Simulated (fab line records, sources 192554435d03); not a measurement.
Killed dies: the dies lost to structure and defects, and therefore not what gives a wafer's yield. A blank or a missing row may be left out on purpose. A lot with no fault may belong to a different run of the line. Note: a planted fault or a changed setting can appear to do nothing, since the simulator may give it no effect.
The tool behind it: which one? || flow n5Finfet || Sampling: 11 lots, 31 wafers, 4 of 1938 route steps

WHAT THE GAUGES READ, wafer by wafer
N5_BEOL_M5_OVL_MEAS_29. Usual: V4_OVL typically reads -0.4 nm, with standard deviation 0.63.
{"lot": "L141", "measured": "day 8 07:48", "on": "overlay-01", "V4_OVL (nm)": "-0.3 0.2 -1.1", "flag": ""}
{"lot": "L140", "measured": "day 8 11:04", "on": "overlay-02", "V4_OVL (nm)": "-0.6 -0.5 -0.7", "flag": ""}
{"lot": "L143", "measured": "day 8 23:18", "on": "overlay-02", "V4_OVL (nm)": "-0.7 0.0 -0.2", "flag": ""}
{"lot": "L142", "measured": "day 9 05:31", "on": "overlay-01", "V4_OVL (nm)": "-0.3 0.1 -1.0", "flag": ""}
{"lot": "L150", "measured": "day 10 15:15", "on": "overlay-01", "V4_OVL (nm)": "-1.0 -0.6 -0.2", "flag": ""}
{"lot": "L152", "measured": "day 11 12:38", "on": "overlay-02", "V4_OVL (nm)": "-0.2 -0.1 -0.2", "flag": ""}
{"lot": "L156", "measured": "day 12 01:47", "on": "overlay-01", "V4_OVL (nm)": "-0.5 0.1 0.6", "flag": ""}
{"lot": "L159", "measured": "day 12 17:47", "on": "overlay-01", "V4_OVL (nm)": "-0.3 0.4", "flag": ""}
{"lot": "L158", "measured": "day 12 21:57", "on": "overlay-01", "V4_OVL (nm)": "-0.8 -0.5 -1.1", "flag": ""}
{"lot": "L162", "measured": "day 13 10:41", "on": "overlay-01", "V4_OVL (nm)": "-1.2 -0.5", "flag": ""}
{"lot": "L163", "measured": "day 13 16:52", "on": "overlay-01", "V4_OVL (nm)": "0.1 -0.3 0.5", "flag": ""}

N5_BEOL_M5_CD_MEAS_35: target cd 28 nm, target cd y 24 nm. Usual: cdNm at 28.1 nm, with a standard deviation of 0.31.
{"lot": "L141", "measured": "day 8 08:28", "on": "cdSem-01", "cdNm (nm)": "28.3 28.1 28.3", "flag": ""}
{"lot": "L140", "measured": "day 8 11:43", "on": "cdSem-01", "cdNm (nm)": "27.7 27.7 27.7", "flag": ""}
{"lot": "L143", "measured": "day 8 23:58", "on": "cdSem-03", "cdNm (nm)": "28.1 28.4 27.8", "flag": ""}
{"lot": "L142", "measured": "day 9 06:11", "on": "cdSem-01", "cdNm (nm)": "27.9 28.9 28.0", "flag": ""}
{"lot": "L150", "measured": "day 10 16:17", "on": "cdSem-01", "cdNm (nm)": "28.0 28.2 27.7", "flag": ""}
{"lot": "L152", "measured": "day 11 13:20", "on": "cdSem-02", "cdNm (nm)": "27.7 27.8 28.3", "flag": ""}
{"lot": "L156", "measured": "day 12 02:26", "on": "cdSem-01", "cdNm (nm)": "28.3 28.6 28.2", "flag": ""}
{"lot": "L159", "measured": "day 12 18:26", "on": "cdSem-03", "cdNm (nm)": "28.5 28.0", "flag": ""}
{"lot": "L158", "measured": "day 12 22:58", "on": "cdSem-01", "cdNm (nm)": "28.0 28.3 28.4", "flag": ""}
{"lot": "L162", "measured": "day 13 11:22", "on": "cdSem-01", "cdNm (nm)": "28.0 28.3", "flag": ""}
{"lot": "L163", "measured": "day 13 17:32", "on": "cdSem-01", "cdNm (nm)": "27.7 28.2 27.8", "flag": ""}

WHICH TOOL RAN EACH LOT (tool, then ch and the chambers of the sampled wafers, then the start)
{"lot": "L141", "N5_BEOL_M5_VIA_ETCH_34": "rieDiel-02 ch 0,1,2, day 8 08:04", "N5_BEOL_M5_TRENCH_ETCH_37": "rieDiel-02 ch 0,1,2, day 8 08:28 or earlier"}
{"lot": "L140", "N5_BEOL_M5_VIA_ETCH_34": "rieDiel-04 ch 0,3, day 8 11:20", "N5_BEOL_M5_TRENCH_ETCH_37": "rieDiel-04 ch 0,3, day 8 11:43 or earlier"}
{"lot": "L143", "N5_BEOL_M5_VIA_ETCH_34": "rieDiel-06 ch 1,3, day 8 23:34", "N5_BEOL_M5_TRENCH_ETCH_37": "rieDiel-06 ch 1,3, day 8 23:58 or earlier"}
{"lot": "L142", "N5_BEOL_M5_VIA_ETCH_34": "rieDiel-06 ch 1,2,3, day 9 05:47", "N5_BEOL_M5_TRENCH_ETCH_37": "rieDiel-06 ch 1,2,3, day 9 06:11 or earlier"}
{"lot": "L150", "N5_BEOL_M5_VIA_ETCH_34": "rieDiel-02 ch 0,1,2, day 10 15:54", "N5_BEOL_M5_TRENCH_ETCH_37": "rieDiel-02 ch 0,1,2, day 10 16:17 or earlier"}
{"lot": "L152", "N5_BEOL_M5_VIA_ETCH_34": "rieDiel-02 ch 1,2, day 11 12:57", "N5_BEOL_M5_TRENCH_ETCH_37": "rieDiel-02 ch 1,2, day 11 13:20 or earlier"}
{"lot": "L156", "N5_BEOL_M5_VIA_ETCH_34": "rieDiel-06 ch 1,3, day 12 02:03", "N5_BEOL_M5_TRENCH_ETCH_37": "rieDiel-06 ch 1,3, day 12 02:26 or earlier"}
{"lot": "L159", "N5_BEOL_M5_VIA_ETCH_34": "rieDiel-04 ch 0,2, day 12 18:02", "N5_BEOL_M5_TRENCH_ETCH_37": "rieDiel-04 ch 0,2, day 12 18:26 or earlier"}
{"lot": "L158", "N5_BEOL_M5_VIA_ETCH_34": "rieDiel-04 ch 2,3, day 12 22:34", "N5_BEOL_M5_TRENCH_ETCH_37": "rieDiel-04 ch 2,3, day 12 22:58 or earlier"}
{"lot": "L162", "N5_BEOL_M5_VIA_ETCH_34": "rieDiel-06 ch 2, day 13 10:58", "N5_BEOL_M5_TRENCH_ETCH_37": "rieDiel-06 ch 2, day 13 11:22 or earlier"}
{"lot": "L163", "N5_BEOL_M5_VIA_ETCH_34": "rieDiel-02 ch 0,3, day 13 17:08", "N5_BEOL_M5_TRENCH_ETCH_37": "rieDiel-02 ch 0,3, day 13 17:32 or earlier"}
- N5_BEOL_M5_VIA_ETCH_34: etches SiCOH lowk in C4F6/O2, target depth 88.3 nm, time 39.2 s.
- N5_BEOL_M5_TRENCH_ETCH_37: etches SiCOH lowk in C4F6/O2, target depth 71.652 nm, time 24.7 s.

WHAT THE TOOLS THEMSELVES READ (means of the sampled wafers that have a number; where no wafer has one, the mark that the record gives instead)
N5_BEOL_M5_VIA_ETCH_34. Usual: biasW 185.0 W, standard deviation 0.57; drypumpMotorCurrentA 5.8 A, standard deviation 0.42; oesProductAu 0.80 a.u., standard deviation 0.064; rfVppV 661 V, standard deviation 8.8; showerheadPlenumPTorr 2.87 Torr, standard deviation 0.11; throttleValvePct 20.85 %, standard deviation 0.28.
{"lot": "L141", "tool": "rieDiel-02", "biasW (W)": 185.2, "drypumpMotorCurrentA (A)": 5.8, "oesProductAu (a.u.)": 0.81, "rfVppV (V)": 659, "showerheadPlenumPTorr (Torr)": 2.91, "throttleValvePct (%)": 20.99, "flag": ""}
{"lot": "L140", "tool": "rieDiel-04", "biasW (W)": 185.5, "drypumpMotorCurrentA (A)": 5.8, "oesProductAu (a.u.)": 0.92, "rfVppV (V)": 665, "showerheadPlenumPTorr (Torr)": 2.81, "throttleValvePct (%)": 20.60, "flag": ""}
{"lot": "L143", "tool": "rieDiel-06", "biasW (W)": 185.1, "drypumpMotorCurrentA (A)": 6.0, "oesProductAu (a.u.)": 0.81, "rfVppV (V)": 662, "showerheadPlenumPTorr (Torr)": 2.83, "throttleValvePct (%)": 20.61, "flag": ""}
{"lot": "L142", "tool": "rieDiel-06", "biasW (W)": 184.9, "drypumpMotorCurrentA (A)": 5.9, "oesProductAu (a.u.)": 0.80, "rfVppV (V)": 667, "showerheadPlenumPTorr (Torr)": 2.90, "throttleValvePct (%)": 20.64, "flag": ""}
{"lot": "L150", "tool": "rieDiel-02", "biasW (W)": 177.3, "drypumpMotorCurrentA (A)": 5.7, "oesProductAu (a.u.)": 0.79, "rfVppV (V)": 637, "showerheadPlenumPTorr (Torr)": 2.91, "throttleValvePct (%)": 21.01, "flag": "OFF"}
{"lot": "L152", "tool": "rieDiel-02", "biasW (W)": 169.3, "drypumpMotorCurrentA (A)": 5.9, "oesProductAu (a.u.)": 0.81, "rfVppV (V)": 609, "showerheadPlenumPTorr (Torr)": 2.91, "throttleValvePct (%)": 20.79, "flag": "OFF"}
{"lot": "L156", "tool": "rieDiel-06", "biasW (W)": 184.4, "drypumpMotorCurrentA (A)": 5.8, "oesProductAu (a.u.)": 0.76, "rfVppV (V)": 669, "showerheadPlenumPTorr (Torr)": 2.87, "throttleValvePct (%)": 20.68, "flag": ""}
{"lot": "L159", "tool": "rieDiel-04", "biasW (W)": 184.7, "drypumpMotorCurrentA (A)": 5.6, "oesProductAu (a.u.)": 0.83, "rfVppV (V)": 664, "showerheadPlenumPTorr (Torr)": 2.75, "throttleValvePct (%)": 20.73, "flag": ""}
{"lot": "L158", "tool": "rieDiel-04", "biasW (W)": 184.8, "drypumpMotorCurrentA (A)": 5.8, "oesProductAu (a.u.)": 0.83, "rfVppV (V)": 652, "showerheadPlenumPTorr (Torr)": 2.83, "throttleValvePct (%)": 20.97, "flag": ""}
{"lot": "L162", "tool": "rieDiel-06", "biasW (W)": 185.8, "drypumpMotorCurrentA (A)": 6.0, "oesProductAu (a.u.)": 0.79, "rfVppV (V)": 671, "showerheadPlenumPTorr (Torr)": 2.97, "throttleValvePct (%)": 20.71, "flag": ""}
{"lot": "L163", "tool": "rieDiel-02", "biasW (W)": 185.2, "drypumpMotorCurrentA (A)": 5.6, "oesProductAu (a.u.)": 0.77, "rfVppV (V)": 665, "showerheadPlenumPTorr (Torr)": 3.00, "throttleValvePct (%)": 20.79, "flag": ""}

N5_BEOL_M5_TRENCH_ETCH_37. Usual: biasW 185.0 W, standard deviation 0.55; drypumpMotorCurrentA 5.8 A, standard deviation 0.42; oesProductAu 0.80 a.u., standard deviation 0.063; rfVppV 661 V, standard deviation 8.7; showerheadPlenumPTorr 2.87 Torr, standard deviation 0.11; throttleValvePct 20.89 %, standard deviation 0.28.
{"lot": "L141", "tool": "rieDiel-02", "biasW (W)": 184.7, "drypumpMotorCurrentA (A)": 5.7, "oesProductAu (a.u.)": 0.81, "rfVppV (V)": 658, "showerheadPlenumPTorr (Torr)": 2.91, "throttleValvePct (%)": 21.03, "flag": ""}
{"lot": "L140", "tool": "rieDiel-04", "biasW (W)": 184.8, "drypumpMotorCurrentA (A)": 5.8, "oesProductAu (a.u.)": 0.92, "rfVppV (V)": 664, "showerheadPlenumPTorr (Torr)": 2.81, "throttleValvePct (%)": 20.63, "flag": ""}
{"lot": "L143", "tool": "rieDiel-06", "biasW (W)": 184.5, "drypumpMotorCurrentA (A)": 6.0, "oesProductAu (a.u.)": 0.82, "rfVppV (V)": 661, "showerheadPlenumPTorr (Torr)": 2.83, "throttleValvePct (%)": 20.63, "flag": ""}
{"lot": "L142", "tool": "rieDiel-06", "biasW (W)": 185.0, "drypumpMotorCurrentA (A)": 5.9, "oesProductAu (a.u.)": 0.81, "rfVppV (V)": 667, "showerheadPlenumPTorr (Torr)": 2.90, "throttleValvePct (%)": 20.67, "flag": ""}
{"lot": "L150", "tool": "rieDiel-02", "biasW (W)": 184.9, "drypumpMotorCurrentA (A)": 5.8, "oesProductAu (a.u.)": 0.79, "rfVppV (V)": 659, "showerheadPlenumPTorr (Torr)": 2.91, "throttleValvePct (%)": 21.05, "flag": ""}
{"lot": "L152", "tool": "rieDiel-02", "biasW (W)": 184.9, "drypumpMotorCurrentA (A)": 5.9, "oesProductAu (a.u.)": 0.83, "rfVppV (V)": 654, "showerheadPlenumPTorr (Torr)": 2.91, "throttleValvePct (%)": 20.83, "flag": ""}
{"lot": "L156", "tool": "rieDiel-06", "biasW (W)": 185.0, "drypumpMotorCurrentA (A)": 5.8, "oesProductAu (a.u.)": 0.76, "rfVppV (V)": 668, "showerheadPlenumPTorr (Torr)": 2.87, "throttleValvePct (%)": 20.71, "flag": ""}
{"lot": "L159", "tool": "rieDiel-04", "biasW (W)": 185.2, "drypumpMotorCurrentA (A)": 5.5, "oesProductAu (a.u.)": 0.83, "rfVppV (V)": 664, "showerheadPlenumPTorr (Torr)": 2.75, "throttleValvePct (%)": 20.77, "flag": ""}
{"lot": "L158", "tool": "rieDiel-04", "biasW (W)": 185.1, "drypumpMotorCurrentA (A)": 5.8, "oesProductAu (a.u.)": 0.83, "rfVppV (V)": 652, "showerheadPlenumPTorr (Torr)": 2.83, "throttleValvePct (%)": 21.00, "flag": ""}
{"lot": "L162", "tool": "rieDiel-06", "biasW (W)": 185.2, "drypumpMotorCurrentA (A)": 6.0, "oesProductAu (a.u.)": 0.78, "rfVppV (V)": 670, "showerheadPlenumPTorr (Torr)": 2.97, "throttleValvePct (%)": 20.73, "flag": ""}
{"lot": "L163", "tool": "rieDiel-02", "biasW (W)": 184.7, "drypumpMotorCurrentA (A)": 5.6, "oesProductAu (a.u.)": 0.78, "rfVppV (V)": 664, "showerheadPlenumPTorr (Torr)": 3.00, "throttleValvePct (%)": 20.83, "flag": ""}

THE ANSWER, worked out from the rows above alone
Rule: take the mean of a lot's wafers that have a number; if it is more than 3 standard deviations from the usual mean, the lot is off. A lot without any number at a reading at which 4 lots or more have one is off too. All remaining lots with rows at the step are treated as sound. Order of review: gauges by route order, followed by the tools' own readings, for which a lot's mean as printed above is used. The first step at which some lot is off is used, and at that step the reading that is off furthest; a lot without a number counts as furthest.
Off: L150, L152 (N5_BEOL_M5_VIA_ETCH_34, biasW).
A tool fits if, at that step or a process step before it, it ran every lot that is off, and no sound lot after the first of them. None of those tried fits.

WHAT WAS PUT IN BY THE SIMULATOR
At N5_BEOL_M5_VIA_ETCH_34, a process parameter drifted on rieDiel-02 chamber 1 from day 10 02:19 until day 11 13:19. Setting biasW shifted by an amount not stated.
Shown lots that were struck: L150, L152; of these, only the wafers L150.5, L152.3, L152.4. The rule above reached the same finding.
